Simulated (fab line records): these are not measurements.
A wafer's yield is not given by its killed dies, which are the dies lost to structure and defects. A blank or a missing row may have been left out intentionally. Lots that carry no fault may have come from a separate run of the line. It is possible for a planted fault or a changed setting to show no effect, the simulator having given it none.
Chamber matching ; flow n5_finfet ; N5_BEOL_M0_SAQP_HM_DEP_111 on pecvd-01 has 3 sister chambers
The step deposits SiO2 from SiH4/N2O, target thk 12 nm, time 7.2 s. 22 wafers are shown with their chamber, then 11 later ones without.

## WAFERS, EACH WITH ITS CHAMBER
wafer;chamber;showerhead_plenum_p_Torr (Torr);heater_power_w (W)
L075.1;0;8.13;677
L075.4;2;8.14;583
L075.5;0;8.12;673
L079.1;2;8.15;595
L079.2;0;8.12;698
L079.3;1;8.19;644
L079.4;0;8.12;699
L079.5;2;8.14;588
L079.6;1;8.15;639
L080.1;1;8.15;608
L080.2;2;8.12;669
L080.3;0;8.11;659
L080.4;2;8.16;639
L080.5;0;8.14;645
L080.6;1;8.16;618
L083.1;1;8.17;632
L083.3;0;8.11;634
L083.5;0;8.12;658
L086.1;0;8.12;676
L086.4;2;8.14;624
L086.5;0;8.14;684
L087.1;0;8.11;679

SIGNATURES, as means of the wafers listed above
reading;chamber 0;chamber 1;chamber 2;scatter within a chamber
showerhead_plenum_p_Torr;8.1218;8.1640;8.1417;0.0129
heater_power_w;671.09;628.20;616.33;23.8
Rule: a wafer lies at a distance from a chamber equal to the root of the sum of squares, over the readings, of (its reading less the chamber's mean, divided by the reading's scatter). If the next closest chamber is less than 2 further off than the closest, the wafer can't be placed; otherwise it belongs to the closest. The scatter: the root of (the sum of the squares of (reading less its chamber's mean) over the shown wafers, divided by (wafers less chambers)).

## WAFERS WHOSE CHAMBER IS MISSING
wafer;showerhead_plenum_p_Torr (Torr);heater_power_w (W)
L087.5;8.13;663
L087.6;8.18;729
L091.3;8.15;602
L091.4;8.11;684
L091.5;8.13;601
L092.1;8.13;730
L092.3;8.13;659
L092.5;8.10;664
L097.2;8.13;617
L097.4;8.10;565
L097.6;8.15;637

## THE CHAMBER EACH PASSED THROUGH
wafer;from the rows above;in truth
L087.5;can't be placed: 0 or 2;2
L087.6;can't be placed: 1 or 0 or 2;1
L091.3;can't be placed: 2 or 1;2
L091.4;0;0
L091.5;can't be placed: 2 or 1 or 0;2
L092.1;0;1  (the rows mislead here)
L092.3;can't be placed: 0 or 2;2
L092.5;0;0
L097.2;can't be placed: 2 or 0 or 1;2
L097.4;can't be placed: 2 or 0 or 1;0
L097.6;can't be placed: 2 or 1 or 0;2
Placed correctly: 2 of 11. From these rows, 8 cannot be placed; in 8 the true chamber is one of the candidates. Placed wrongly: 1.
